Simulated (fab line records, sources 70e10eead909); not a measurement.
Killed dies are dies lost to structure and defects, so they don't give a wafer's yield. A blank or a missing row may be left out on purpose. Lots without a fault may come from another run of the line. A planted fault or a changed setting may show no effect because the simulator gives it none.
Chamber matching | flow nand_harc | NHARC_P_BONDPAD_DEP_00 on pecvd-02: 3 sister chambers
The step deposits SiCN, target thk 250 nm. 6 wafers are shown with their chamber, then 7 later ones without.

WAFERS WITH THEIR CHAMBER
wafer  | chamber | heater_power_w (W)
L086.2 | 1       | 719
L086.5 | 1       | 723
L091.4 | 2       | 591
L091.5 | 0       | 456
L092.2 | 0       | 484
L092.5 | 2       | 573

WAFERS WITHOUT THEIR CHAMBER
wafer  | heater_power_w (W)
L092.6 | 495
L094.2 | 521
L094.4 | 532
L094.5 | 695
L095.2 | 559
L095.3 | 704
L095.6 | 538

WHICH CHAMBER EACH WENT THROUGH
wafer  | from the rows above     | in truth
L092.6 | 0                       | 0
L094.2 | can't be placed: 0 or 2 | 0
L094.4 | can't be placed: 2 or 0 | 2
L094.5 | 1                       | 1
L095.2 | 2                       | 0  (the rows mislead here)
L095.3 | 1                       | 1
L095.6 | can't be placed: 2 or 0 | 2
Placed correctly: 3 of 7. Can't be placed from these rows: 3 (the true chamber is among the candidates in 3). Placed wrongly: 1.
How it was worked out, from the rows above alone: a wafer's distance from a chamber is the root of the sum, over the readings, of the square of ((its reading less the chamber's mean) divided by the reading's scatter). The wafer belongs to the nearest chamber; if the next one is less than 2 further off, it can't be placed. A chamber's mean is the mean of its shown wafers. The scatter: the root of (the sum of the squares of (reading less its chamber's mean) over the shown wafers, divided by (wafers less chambers)).
